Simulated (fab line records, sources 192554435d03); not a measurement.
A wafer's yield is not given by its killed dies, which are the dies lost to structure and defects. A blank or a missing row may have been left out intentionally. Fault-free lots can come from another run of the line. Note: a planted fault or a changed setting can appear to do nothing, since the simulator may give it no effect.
fab line records	flow n5_finfet
record: lots: 24	wafers: 72	last_day: 18
route steps=1938 shown BEOL_M1@751
lots with no fault: from the same line, run without faults
start_h: hours from the record's opening day to when the first of the lot's shown wafers began	wait_h: time in hours since the lot's previous step	" repeats the value in the row above	L1.1+2: a row that stands for several wafers	- no value present, or no start provided	* or withheld: withheld	< > ~ a bound
route shown NAME@n: names a module that has steps shown in the file, with the first one's number in the route	usual: the fault-free wafers' mean and standard deviation	same: alike in all rows	chamber/n: place in a boat	sites: readings site by site	_std_site: their standard deviation	_edge_site: the outer-site mean with the inner-site mean subtracted	radius_mm: how far each site lies from the wafer's centre	mask NAME#n: copy n	behind: the tool/chamber that last shaped the wafer	hold: reason for holding the lot/hours on hold/outcome of the hold	device: the transistor (n, p or np) that didn't switch	end of line: the tests these same wafers got at the end of their route	a step with no rows: only its recipe	killed: dies that structure and defects cost at the first sort, which is not the same as the wafer's yield	map: the dies of a wafer, with x for killed, . for not killed, _ for no die there
set.NAME: setting as actually run; set.NAME@STEP: the setting as run at that earlier step	model.NAME: the simulator's own value behind a step, which no gauge read
a sample of lots followed through the steps of the route, with each step as a table and each wafer as a row
services: from which hour (start_h, from the record's first day; less than 0 if before it) a tool's chamber was out of use, for how many hours, and why
== steps ==
step: N5_BEOL_M1_ILD_DEP_00
recipe: material: SiOC	target_thk_a: 790	temp_c: 350	precursor: DEMS/O2	pressure_torr: 5	rf_w: 500	time_s: 15.3
usual: heater_power_w: 464/64	showerhead_plenum_p_Torr: 5.691/0.014	throttle_valve_pct: 12.0/0.8
lot.wafer	tool	chamber	start_h	wait_h	heater_power_w	showerhead_plenum_p_Torr	throttle_valve_pct
L074.1	pecvd-02	0	121.49	0.0	458	5.683	11.0
L074.4	"	0	"	"	459	5.661	11.3
L074.5	"	2	"	"	421	5.678	11.5
L075.3	pecvd-04	0	127.86	0.0	478	5.690	12.8
L075.4	"	1	"	"	513	5.699	13.7
L075.6	"	0	"	"	480	5.714	12.5
L076.2	pecvd-02	1	131.27	0.0	422	5.697	12.0
L076.3	"	0	"	"	437	5.685	11.0
L076.5	"	0	"	"	440	5.701	11.4
L077.2	pecvd-03	2	137.56	0.0	303	5.683	11.4
L077.3	"	1	"	"	535	5.717	12.6
L077.5	"	2	"	"	300	5.682	11.6
L078.1	pecvd-03	0	140.93	0.0	517	5.699	11.3
L078.2	"	1	"	"	572	5.714	12.7
L078.6	"	2	"	"	326	5.685	11.6
L079.1	pecvd-04	1	150.72	0.0	527	5.699	13.8
L079.2	"	2	"	"	403	5.673	11.2
L079.5	"	1	"	"	539	5.694	13.7
L080.2	pecvd-02	2	154.78	0.0	448	5.675	11.9
L080.3	"	1	"	"	462	5.682	12.1
L080.5	"	2	"	"	458	5.670	12.1
L081.2	pecvd-02	2	163.34	0.0	448	5.687	11.9
L081.5	"	0	"	"	410	5.693	11.0
L081.6	"	1	"	"	457	5.682	12.1
L082.1	pecvd-04	2	167.17	0.0	374	5.696	10.7
L082.2	"	0	"	"	480	5.698	12.6
L082.3	"	1	"	"	518	5.690	13.6
L083.4	pecvd-02	1	177.96	0.1	422	5.692	12.2
L083.5	"	0	"	"	525	5.697	11.1
L083.6	"	2	"	"	371	5.673	11.6
L084.2	pecvd-02	0	183.28	0.0	504	5.692	11.4
L084.3	"	2	"	"	421	5.664	11.8
L084.4	"	0	"	"	514	5.689	11.1
L085.4	pecvd-02	2	185.81	0.1	443	5.663	12.2
L085.5	"	1	"	"	477	5.702	12.2
L085.6	"	0	"	"	458	5.684	11.0
L086.2	pecvd-04	1	191.32	0.0	548	5.695	13.8
L086.4	"	0	"	"	430	5.703	12.6
L086.5	"	2	"	"	447	5.688	10.8
L087.2	pecvd-03	0	197.49	0.0	555	5.708	11.9
L087.3	"	2	"	"	365	5.692	11.6
L087.6	"	1	"	"	559	5.733	12.2
L088.1	pecvd-03	1	210.63	0.0	520	5.729	12.8
L088.3	"	1	"	"	541	5.713	12.4
L088.4	"	0	"	"	493	5.707	11.5
L090.3	pecvd-03	1	215.02	0.1	564	5.689	12.4
L090.4	"	0	"	"	496	5.694	11.3
L090.6	"	0	"	"	493	5.694	11.5
L089.3	pecvd-04	1	217.21	0.0	489	5.695	13.7
L089.4	"	1	"	"	490	5.695	13.7
L089.5	"	0	"	"	422	5.696	12.9
L092.1	pecvd-02	2	230.35	0.0	426	5.665	12.0
L092.4	"	1	"	"	409	5.705	12.2
L092.6	"	2	"	"	426	5.692	11.8
L091.2	pecvd-03	1	233.85	0.0	509	5.721	12.5
L091.4	"	1	"	"	509	5.715	12.4
L091.5	"	0	"	"	544	5.707	11.5
L093.1	pecvd-02	1	234.56	0.0	470	5.695	12.2
L093.2	"	0	"	"	507	5.685	11.4
L093.6	"	1	"	"	468	5.689	12.4
L094.2	pecvd-04	0	238.00	0.0	440	5.683	12.4
L094.3	"	2	"	"	449	5.675	11.1
L094.6	"	2	"	"	440	5.693	11.1
L095.1	pecvd-04	0	247.89	0.0	463	5.695	12.7
L095.3	"	2	"	"	426	5.689	11.1
L095.5	"	0	"	"	474	5.689	12.4
L096.1	pecvd-02	1	255.14	0.0	488	5.703	12.1
L096.2	"	2	"	"	404	5.678	11.9
L096.5	"	1	"	"	481	5.692	12.2
L097.1	pecvd-03	2	259.34	0.0	340	5.669	10.9
L097.2	"	1	"	"	537	5.722	12.4
L097.4	"	1	"	"	551	5.730	12.4
step: N5_BEOL_M1_CD_MEAS_11
recipe: target_cd_nm: 17.05	landing_energy_ev: 500	detector: se_inlens	polarity: opening
usual: cd_nm: 17.11/0.24
lot.wafer	tool	chamber	start_h	wait_h	cd_nm
L074.1	cd_sem-01	0	123.82	-	17.16
L074.4	"	0	"	"	17.27
L074.5	"	0	"	"	17.24
L075.3	cd_sem-02	0	130.31	-	17.02
L075.4	"	0	"	"	16.73
L075.6	"	0	"	"	17.18
L076.2	cd_sem-03	0	134.30	-	16.79
L076.3	"	0	"	"	17.34
L076.5	"	0	"	"	16.91
L077.2	cd_sem-02	0	138.96	-	17.18
L077.3	"	0	"	"	17.10
L077.5	"	0	"	"	17.27
L078.1	cd_sem-03	0	142.90	-	17.12
L078.2	"	0	"	"	17.42
L078.6	"	0	"	"	16.80
L079.1	cd_sem-02	0	151.89	-	16.83
L079.2	"	0	"	"	17.39
L079.5	"	0	"	"	16.85
L080.2	cd_sem-03	0	155.95	-	17.20
L080.3	"	0	"	"	17.03
L080.5	"	0	"	"	17.28
L081.2	cd_sem-01	0	164.53	-	17.06
L081.5	"	0	"	"	17.19
L081.6	"	0	"	"	16.72
L082.1	cd_sem-03	0	169.29	-	17.20
L082.2	"	0	"	"	17.60
L082.3	"	0	"	"	17.12
L083.4	cd_sem-03	0	179.07	-	16.81
L083.5	"	0	"	"	17.44
L083.6	"	0	"	"	16.96
L084.2	cd_sem-01	0	183.99	-	17.50
L084.3	"	0	"	"	16.96
L084.4	"	0	"	"	16.99
L085.4	cd_sem-02	0	187.29	-	16.68
L085.5	"	0	"	"	17.47
L085.6	"	0	"	"	16.85
L086.2	cd_sem-01	0	194.25	-	17.28
L086.4	"	0	"	"	17.51
L086.5	"	0	"	"	16.73
L087.2	cd_sem-02	0	200.10	-	16.80
L087.3	"	0	"	"	17.52
L087.6	"	0	"	"	17.19
L088.1	cd_sem-02	0	212.50	-	17.13
L088.3	"	0	"	"	16.88
L088.4	"	0	"	"	17.31
L090.3	cd_sem-01	0	217.55	-	17.31
L090.4	"	0	"	"	16.99
L090.6	"	0	"	"	17.21
L089.3	cd_sem-01	0	219.72	-	17.21
L089.4	"	0	"	"	16.79
L089.5	"	0	"	"	17.01
L092.1	cd_sem-03	0	231.05	-	17.26
L092.4	"	0	"	"	17.09
L092.6	"	0	"	"	17.61
L091.2	cd_sem-03	0	234.75	-	17.02
L091.4	"	0	"	"	17.67
L091.5	"	0	"	"	17.17
L093.1	cd_sem-01	0	237.49	-	17.00
L093.2	"	0	"	"	17.16
L093.6	"	0	"	"	17.35
L094.2	cd_sem-02	0	238.58	-	16.83
L094.3	"	0	"	"	17.25
L094.6	"	0	"	"	17.13
L095.1	cd_sem-01	0	249.46	-	17.21
L095.3	"	0	"	"	17.31
L095.5	"	0	"	"	17.33
L096.1	cd_sem-02	0	256.12	-	17.36
L096.2	"	0	"	"	16.93
L096.5	"	0	"	"	17.26
L097.1	cd_sem-02	0	262.00	-	17.06
L097.2	"	0	"	"	17.22
L097.4	"	0	"	"	17.10
step: N5_BEOL_M1_OVL_MEAS_29
recipe: points_per_wafer: 522
usual: V0_OVL: -0.3/0.73
same: points_per_wafer: 522
lot.wafer	tool	chamber	start_h	wait_h	V0_OVL[nm]
L074.1	overlay-02	0	124.73	0.0	-0.2
L074.4	"	0	"	"	-1.3
L074.5	"	0	"	"	-1.5
L075.3	overlay-01	0	131.39	0.0	0.1
L075.4	"	0	"	"	0.6
L075.6	"	0	"	"	0.5
L076.2	overlay-02	0	135.29	0.0	-0.4
L076.3	"	0	"	"	0.6
L076.5	"	0	"	"	0.3
L077.2	overlay-01	0	139.99	0.0	-1.9
L077.3	"	0	"	"	-2.3
L077.5	"	0	"	"	-1.1
L078.1	overlay-02	0	143.96	0.0	0.7
L078.2	"	0	"	"	0.2
L078.6	"	0	"	"	0.4
L079.1	overlay-01	0	153.00	0.0	-1.2
L079.2	"	0	"	"	-0.7
L079.5	"	0	"	"	-1.5
L080.2	overlay-02	0	157.19	0.0	-0.6
L080.3	"	0	"	"	-0.7
L080.5	"	0	"	"	-1.3
L081.2	overlay-02	0	165.80	0.0	0.8
L081.5	"	0	"	"	0.2
L081.6	"	0	"	"	-0.1
L082.1	overlay-01	0	170.32	0.0	-0.2
L082.2	"	0	"	"	-0.7
L082.3	"	0	"	"	0.3
L083.4	overlay-02	0	180.01	0.0	0.2
L083.5	"	0	"	"	-0.2
L083.6	"	0	"	"	-0.2
L084.2	overlay-02	0	184.97	0.0	0.8
L084.3	"	0	"	"	-0.5
L084.4	"	0	"	"	-0.3
L085.4	overlay-02	0	188.42	0.1	0.4
L085.5	"	0	"	"	-0.2
L085.6	"	0	"	"	-0.3
L086.2	overlay-01	0	195.28	0.0	0.1
L086.4	"	0	"	"	0.5
L086.5	"	0	"	"	-0.2
L087.2	overlay-01	0	201.18	0.0	-1.5
L087.3	"	0	"	"	-0.5
L087.6	"	0	"	"	-1.4
L088.1	overlay-02	0	213.90	0.0	0.3
L088.3	"	0	"	"	0.0
L088.4	"	0	"	"	-0.7
L090.3	overlay-01	0	218.50	0.0	0.2
L090.4	"	0	"	"	-0.7
L090.6	"	0	"	"	-0.2
L089.3	overlay-02	0	220.63	0.0	1.0
L089.4	"	0	"	"	-0.2
L089.5	"	0	"	"	-0.4
L092.1	overlay-02	0	232.10	0.0	-0.2
L092.4	"	0	"	"	0.0
L092.6	"	0	"	"	-1.5
L091.2	overlay-02	0	235.78	0.0	-0.6
L091.4	"	0	"	"	0.6
L091.5	"	0	"	"	-0.8
L093.1	overlay-02	0	239.26	0.0	-2.0
L093.2	"	0	"	"	-0.6
L093.6	"	0	"	"	-0.8
L094.2	overlay-02	0	239.82	0.0	0.2
L094.3	"	0	"	"	0.5
L094.6	"	0	"	"	0.0
L095.1	overlay-02	0	250.48	0.0	0.8
L095.3	"	0	"	"	0.0
L095.5	"	0	"	"	-0.4
L096.1	overlay-02	0	257.08	0.0	-0.3
L096.2	"	0	"	"	-0.7
L096.5	"	0	"	"	0.6
L097.1	overlay-02	0	262.97	0.0	-0.2
L097.2	"	0	"	"	-0.5
L097.4	"	0	"	"	-0.7
step: N5_BEOL_M1_ALD_98
recipe: material: SiO2	target_thk_a: 25	temp_c: 100	ald_precursor_family: BDEAS	ald_co_reactant: O2-plasma	pulse_time_s: 1	co_reactant_pulse_time_s: 1	purge_time_s: 2	co_reactant_purge_time_s: 2	ald_cycles: 17	pressure_torr: 2
usual: heater_power_w: 76/5.4	precursor_pulse_height_rel: 1.001/0.02
same: purge_time_s: 2
lot.wafer	tool	chamber	start_h	wait_h	heater_power_w	precursor_pulse_height_rel
L074.1	ald_sin-03	2	124.95	0.1	88	0.999
L074.4	"	1	"	"	73	1.010
L074.5	"	1	"	"	77	0.977
L075.3	ald_sin-02	0	131.64	0.1	73	0.978
L075.4	"	2	"	"	74	0.999
L075.6	"	3	"	"	76	1.001
L076.2	ald_sin-03	2	135.51	0.1	88	0.984
L076.3	"	3	"	"	78	1.024
L076.5	"	3	"	"	76	1.027
L077.2	ald_sin-04	0	140.50	0.3	72	0.987
L077.3	"	1	"	"	78	1.010
L077.5	"	2	"	"	71	1.022
L078.1	ald_sin-04	1	144.44	0.1	80	1.021
L078.2	"	2	"	"	72	1.020
L078.6	"	2	"	"	72	0.962
L079.1	ald_sin-04	2	153.29	0.1	73	1.023
L079.2	"	0	"	"	74	0.994
L079.5	"	2	"	"	73	1.031
L080.2	ald_sin-04	1	157.77	0.4	76	0.994
L080.3	"	2	"	"	73	0.989
L080.5	"	2	"	"	73	1.009
L081.2	ald_sin-02	2	166.02	0.1	74	0.992
L081.5	"	1	"	"	72	1.020
L081.6	"	0	"	"	72	1.001
L082.1	ald_sin-03	1	170.55	0.1	76	1.018
L082.2	"	3	"	"	78	1.022
L082.3	"	2	"	"	87	0.987
L083.4	ald_sin-04	1	180.53	0.4	79	0.992
L083.5	"	1	"	"	78	1.027
L083.6	"	2	"	"	72	0.992
L084.2	ald_sin-02	1	185.30	0.2	71	0.975
L084.3	"	2	"	"	73	1.045
L084.4	"	3	"	"	78	0.983
L085.4	ald_sin-04	2	188.77	0.2	72	1.018
L085.5	"	0	"	"	76	0.976
L085.6	"	1	"	"	77	1.005
L086.2	ald_sin-02	2	195.50	0.1	74	1.014
L086.4	"	1	"	"	71	0.983
L086.5	"	3	"	"	77	0.970
L087.2	ald_sin-04	1	201.78	0.4	79	0.995
L087.3	"	0	"	"	75	0.992
L087.6	"	3	"	"	84	1.008
L088.1	ald_sin-04	0	214.24	0.1	74	1.048
L088.3	"	3	"	"	85	1.006
L088.4	"	2	"	"	73	1.012
L090.3	ald_sin-02	1	218.71	0.1	71	0.955
L090.4	"	2	"	"	74	0.995
L090.6	"	2	"	"	73	0.963
L089.3	ald_sin-03	2	220.85	0.1	87	1.011
L089.4	"	0	"	"	68	0.993
L089.5	"	2	"	"	88	1.011
L092.1	ald_sin-03	1	232.33	0.1	75	0.993
L092.4	"	3	"	"	73	1.011
L092.6	"	1	"	"	71	1.004
L091.2	ald_sin-02	1	236.01	0.1	71	0.984
L091.4	"	2	"	"	74	0.986
L091.5	"	1	"	"	72	0.995
L093.1	ald_sin-04	0	239.49	0.1	76	1.002
L093.2	"	1	"	"	79	1.026
L093.6	"	0	"	"	75	1.000
L094.2	ald_sin-04	1	240.04	0.1	77	1.003
L094.3	"	0	"	"	76	0.977
L094.6	"	1	"	"	78	1.046
L095.1	ald_sin-02	3	250.71	0.1	77	1.040
L095.3	"	2	"	"	75	0.998
L095.5	"	2	"	"	73	0.970
L096.1	ald_sin-03	2	257.36	0.1	87	1.022
L096.2	"	3	"	"	71	1.005
L096.5	"	1	"	"	71	1.001
L097.1	ald_sin-04	1	263.93	0.1	77	0.999
L097.2	"	3	"	"	84	0.994
L097.4	"	2	"	"	73	1.016
step: N5_BEOL_M1_ETCH_41
recipe: chemistry: CH3F/O2	target: SiCN	target_depth_a: 319	taper_deg: 2	time_s: 57.8	ion_energy_ev: 120	mask_material: TiN	pressure_mtorr: 30	source_w: 395	bias_w: 75	Ar_flow_sccm: 150	CH3F_flow_sccm: 30	O2_flow_sccm: 20
usual: O2_flow_sccm: 20.00/0.068	bias_w: 75.00/0.23	chamber_pressure_mTorr: 29.997/0.029	drypump_motor_current_A: 5.7/0.3	oes_product_au: 0.78/0.06	rf_vpp_V: 297.6/1.7	showerhead_plenum_p_Torr: 2.02/0.074	throttle_valve_pct: 16.41/0.22
lot.wafer	tool	chamber	start_h	wait_h	O2_flow_sccm	bias_w	chamber_pressure_mTorr	drypump_motor_current_A	oes_product_au	rf_hours_counter_h	rf_vpp_V	showerhead_plenum_p_Torr	throttle_valve_pct
L074.1	rie_diel-03	1	-	-	20.03	75.10	29.943	5.3	0.83	89	297.3	2.05	16.24
L074.4	"	2	"	"	19.94	74.76	29.990	5.7	0.79	129	299.3	2.11	16.72
L074.5	"	3	"	"	19.99	75.17	29.978	5.9	0.71	-	297.4	2.00	16.55
L075.3	rie_diel-04	0	-	-	20.01	74.97	30.067	5.7	0.80	92	296.0	2.01	16.25
L075.4	"	2	"	"	20.10	75.13	30.011	6.0	0.72	205	295.2	1.89	16.35
L075.6	"	2	"	"	20.08	75.15	30.008	6.0	0.72	-	294.6	1.89	16.38
L076.2	rie_diel-03	2	-	-	19.95	74.85	30.014	5.7	0.78	134	300.1	2.11	16.73
L076.3	"	3	"	"	20.07	74.93	30.079	5.8	0.71	202	297.6	2.00	16.56
L076.5	"	0	"	"	20.08	74.74	29.968	5.7	0.90	-	299.5	2.12	16.44
L077.2	rie_diel-01	3	-	-	19.95	75.10	29.967	5.7	0.77	132	297.3	1.92	16.46
L077.3	"	1	"	"	19.89	74.97	29.969	5.9	0.73	186	296.5	1.92	16.54
L077.5	"	2	"	"	20.03	74.87	29.961	6.3	0.75	-	300.2	2.09	16.40
L078.1	rie_diel-03	2	-	-	20.00	75.45	29.996	5.7	0.77	140	299.4	2.11	16.75
L078.2	"	1	"	"	20.05	74.68	29.964	5.4	0.81	99	298.6	2.04	16.26
L078.6	"	3	"	"	19.94	75.09	30.000	5.9	0.71	-	297.3	2.00	16.58
L079.1	rie_diel-03	0	-	-	19.93	74.99	29.987	5.7	0.89	38	298.8	2.12	16.45
L079.2	"	1	"	"	19.99	75.31	29.966	5.4	0.81	100	297.8	2.04	16.26
L079.5	"	1	"	"	20.04	75.10	29.956	5.3	0.82	-	299.0	2.04	16.25
L080.2	rie_diel-03	0	-	-	20.00	74.98	30.012	5.8	0.89	39	299.4	2.12	16.46
L080.3	"	2	"	"	19.94	75.34	29.970	5.7	0.77	143	297.4	2.11	16.75
L080.5	"	2	"	"	19.98	75.02	29.963	5.7	0.78	-	298.9	2.11	16.74
L081.2	rie_diel-01	2	-	-	19.96	74.70	30.029	6.3	0.74	173	297.5	2.09	16.43
L081.5	"	2	"	"	20.02	74.94	30.014	6.4	0.74	-	298.2	2.09	16.43
L081.6	"	3	"	"	19.96	75.20	29.987	5.7	0.76	-	294.7	1.92	16.46
L082.1	rie_diel-04	1	-	-	20.07	75.07	29.975	5.7	0.90	58	296.1	1.95	16.10
L082.2	"	0	"	"	20.00	74.58	29.958	5.7	0.79	103	297.8	2.00	16.29
L082.3	"	3	"	"	20.13	75.22	29.982	5.0	0.79	120	296.1	2.00	15.93
L083.4	rie_diel-01	0	-	-	19.90	74.81	29.965	5.8	0.84	52	298.9	2.04	16.06
L083.5	"	3	"	"	19.95	75.18	29.926	5.7	0.77	-	295.6	1.92	16.47
L083.6	"	2	"	"	20.03	74.97	29.978	6.4	0.75	-	299.0	2.09	16.42
L085.4	rie_diel-01	2	-	-	20.07	74.94	29.972	6.4	0.74	179	300.4	2.09	16.42
L085.5	"	2	"	"	20.05	74.94	29.979	6.4	0.74	-	299.2	2.09	16.42
L085.6	"	1	"	"	20.01	74.80	30.011	5.9	0.73	-	294.4	1.92	16.54
L084.2	rie_diel-04	2	-	-	20.09	75.55	30.002	6.0	0.69	218	293.8	1.89	16.39
L084.3	"	3	"	"	19.89	75.43	30.030	5.1	0.78	125	298.4	2.00	15.93
L084.4	"	0	"	"	20.01	74.68	29.957	5.8	0.79	108	297.3	2.00	16.28
L086.2	rie_diel-03	2	-	-	19.88	75.03	29.987	5.7	0.77	152	299.4	2.11	16.76
L086.4	"	3	"	"	20.11	74.96	30.074	5.9	0.70	221	296.4	1.99	16.58
L086.5	"	3	"	"	19.97	74.82	29.985	5.9	0.70	-	294.7	1.99	16.58
L087.2	rie_diel-01	2	-	-	20.02	74.74	30.000	6.3	0.73	184	297.3	2.09	16.42
L087.3	"	1	"	"	20.11	74.90	29.998	5.9	0.74	199	296.9	1.92	16.55
L087.6	"	3	"	"	20.01	75.26	30.022	5.7	0.75	-	296.9	1.92	16.50
L090.3	rie_diel-01	3	-	-	19.87	74.44	30.010	5.7	0.75	151	297.0	1.92	16.51
L090.4	"	2	"	"	19.97	75.21	29.985	6.4	0.74	188	300.4	2.09	16.45
L090.6	"	1	"	"	19.89	74.93	29.957	5.9	0.73	-	296.7	1.91	16.56
L088.1	rie_diel-03	2	-	-	20.00	75.20	29.994	5.6	0.77	159	298.3	2.10	16.77
L088.3	"	1	"	"	19.96	74.50	29.958	5.3	0.81	117	298.0	2.04	16.27
L088.4	"	0	"	"	20.06	74.68	29.974	5.7	0.86	56	298.7	2.11	16.47
L089.3	rie_diel-03	0	-	-	20.00	75.59	30.024	5.7	0.85	56	301.0	2.11	16.49
L089.4	"	1	"	"	20.00	74.84	29.957	5.3	0.79	117	297.5	2.04	16.29
L089.5	"	0	"	"	19.96	75.53	29.972	5.7	0.85	-	300.8	2.11	16.48
L092.1	rie_diel-03	2	-	-	19.92	74.77	30.005	5.6	0.77	162	300.1	2.10	16.78
L092.4	"	3	"	"	19.97	74.86	29.984	5.9	0.68	231	295.5	1.99	16.60
L092.6	"	1	"	"	20.03	75.01	29.999	5.3	0.80	-	296.4	2.04	16.28
L091.2	rie_diel-04	2	-	-	19.94	74.90	29.988	6.1	0.68	232	296.7	1.88	16.42
L091.4	"	3	"	"	20.12	75.19	30.034	5.0	0.77	138	298.8	1.99	15.96
L091.5	"	3	"	"	20.03	75.09	30.029	5.0	0.76	-	297.1	1.99	15.97
L093.1	rie_diel-01	2	-	-	19.97	75.51	30.012	6.3	0.72	196	298.1	2.08	16.45
L093.2	"	1	"	"	20.06	75.01	30.003	5.9	0.73	212	295.7	1.91	16.57
L093.6	"	0	"	"	20.04	75.06	29.957	5.8	0.81	-	297.1	2.04	16.11
L094.2	rie_diel-04	1	-	-	20.07	75.17	30.000	5.7	0.86	82	295.0	1.95	16.14
L094.3	"	3	"	"	20.03	75.27	29.968	5.0	0.76	141	296.9	1.99	15.97
L094.6	"	2	"	"	20.13	74.73	30.008	6.0	0.68	-	294.6	1.88	16.43
L095.1	rie_diel-03	2	-	-	20.07	74.76	30.009	5.6	0.75	169	300.7	2.10	16.80
L095.3	"	0	"	"	19.98	75.07	29.965	5.7	0.83	66	299.8	2.11	16.50
L095.5	"	1	"	"	20.02	74.88	30.017	5.3	0.79	-	298.7	2.03	16.30
L096.1	rie_diel-03	3	-	-	19.98	74.49	29.998	5.9	0.68	240	297.3	1.99	16.63
L096.2	"	2	"	"	19.94	75.09	29.998	5.6	0.76	171	299.2	2.10	16.80
L096.5	"	3	"	"	19.97	74.83	30.018	5.9	0.69	-	296.8	1.99	16.63
L097.1	rie_diel-03	3	-	-	20.08	75.52	30.013	5.9	0.68	242	297.0	1.99	16.63
L097.2	"	0	"	"	19.93	74.92	30.047	5.7	0.84	71	300.4	2.11	16.52
L097.4	"	1	"	"	19.96	75.17	29.985	5.3	0.78	131	297.7	2.03	16.31
step: N5_BEOL_M1_SPUTTER_81
recipe: material: Cu	target_thk_a: 45	temp_c: -20	chamber_pressure_pa: 0.07	power_w: withheld	time_s: 8.29
usual: throttle_valve_pct: 30.0/0.81
lot.wafer	tool	chamber	start_h	wait_h	throttle_valve_pct
L074.1	pvd_sputter-02	-	127.66	0.1	31.3
L074.4	"	-	"	"	29.1
L074.5	"	-	"	"	29.0
L075.3	pvd_sputter-01	-	136.76	0.1	31.6
L075.4	"	-	"	"	30.2
L075.6	"	-	"	"	31.4
L076.2	pvd_sputter-02	-	140.33	0.1	29.9
L076.3	"	-	"	"	31.5
L076.5	"	-	"	"	28.7
L077.2	pvd_sputter-03	-	156.54	0.1	29.9
L077.3	"	-	"	"	30.0
L077.5	"	-	"	"	30.3
L078.1	pvd_sputter-02	-	158.12	0.1	31.5
L078.2	"	-	"	"	29.9
L078.6	"	-	"	"	28.7
L079.1	pvd_sputter-01	-	160.19	0.1	30.4
L079.2	"	-	"	"	31.2
L079.5	"	-	"	"	30.2
L080.2	pvd_sputter-01	-	166.25	0.1	30.4
L080.3	"	-	"	"	30.1
L080.5	"	-	"	"	29.9
L081.2	pvd_sputter-01	-	170.35	0.1	30.3
L081.5	"	-	"	"	30.0
L081.6	"	-	"	"	30.5
L082.1	pvd_sputter-01	-	174.91	0.1	31.3
L082.2	"	-	"	"	30.0
L082.3	"	-	"	"	29.2
L083.4	pvd_sputter-03	-	188.57	0.1	30.5
L083.5	"	-	"	"	30.0
L083.6	"	-	"	"	30.7
L085.4	pvd_sputter-03	-	191.55	0.1	30.4
L085.5	"	-	"	"	30.5
L085.6	"	-	"	"	30.0
L084.2	pvd_sputter-03	-	197.45	0.1	30.1
L084.3	"	-	"	"	30.7
L084.4	"	-	"	"	30.6
L086.2	pvd_sputter-02	-	199.62	0.1	28.5
L086.4	"	-	"	"	29.8
L086.5	"	-	"	"	28.6
L087.2	pvd_sputter-03	-	205.22	0.1	30.2
L087.3	"	-	"	"	29.9
L087.6	"	-	"	"	30.1
L090.3	pvd_sputter-02	-	222.24	0.1	31.2
L090.4	"	-	"	"	28.7
L090.6	"	-	"	"	31.4
L088.1	pvd_sputter-02	-	224.28	0.1	31.2
L088.3	"	-	"	"	28.7
L088.4	"	-	"	"	28.8
L089.3	pvd_sputter-03	-	227.19	0.1	30.5
L089.4	"	-	"	"	29.9
L089.5	"	-	"	"	30.0
L092.1	pvd_sputter-01	-	234.78	0.1	31.2
L092.4	"	-	"	"	28.8
L092.6	"	-	"	"	30.3
L091.2	pvd_sputter-01	-	242.06	0.1	29.0
L091.4	"	-	"	"	30.2
L091.5	"	-	"	"	30.3
L093.1	pvd_sputter-01	-	250.67	0.1	30.4
L093.2	"	-	"	"	29.0
L093.6	"	-	"	"	30.1
L094.2	pvd_sputter-02	-	250.68	0.1	31.3
L094.3	"	-	"	"	28.6
L094.6	"	-	"	"	28.4
L095.1	pvd_sputter-01	-	257.29	0.1	30.3
L095.3	"	-	"	"	29.7
L095.5	"	-	"	"	30.3
L096.1	pvd_sputter-01	-	262.98	0.1	29.8
L096.2	"	-	"	"	30.2
L096.5	"	-	"	"	29.9
L097.1	pvd_sputter-03	-	270.70	0.1	30.3
L097.2	"	-	"	"	30.5
L097.4	"	-	"	"	29.7
== services ==
tool	chamber	start_h	hours	kind
pecvd-04	2	98.38	2.1	scheduled_down
ald_sin-02	0	99.25	-	clean
ald_sin-02	1	99.25	-	clean
ald_sin-02	2	99.25	-	clean
ald_sin-02	3	99.25	-	clean
ald_sin-04	0	100.88	8.9	repair
pvd_sputter-01	-	101.64	8.5	repair
pvd_sputter-01	-	131.79	0.9	repair
rie_diel-04	-	146.76	2.8	pm
pecvd-03	1	151.52	7.0	repair
pecvd-04	-	162.24	0.8	repair
rie_diel-04	2	163.49	3.9	repair
ald_sin-03	-	177.57	14.0	pm
pecvd-04	0	198.47	5.0	repair
pecvd-03	2	202.38	-	clean
ald_sin-04	2	202.84	1.5	repair
rie_diel-01	-	207.15	2.3	repair
ald_sin-04	3	216.15	3.2	repair
pecvd-03	-	228.10	5.5	pm
rie_diel-01	-	229.78	2.5	repair
pecvd-02	2	242.89	5.5	scheduled_down
rie_diel-03	-	262.64	0.5	repair
ald_sin-04	-	267.23	6.0	pm
ald_sin-02	-	269.54	0.5	repair
== key ==
fault none
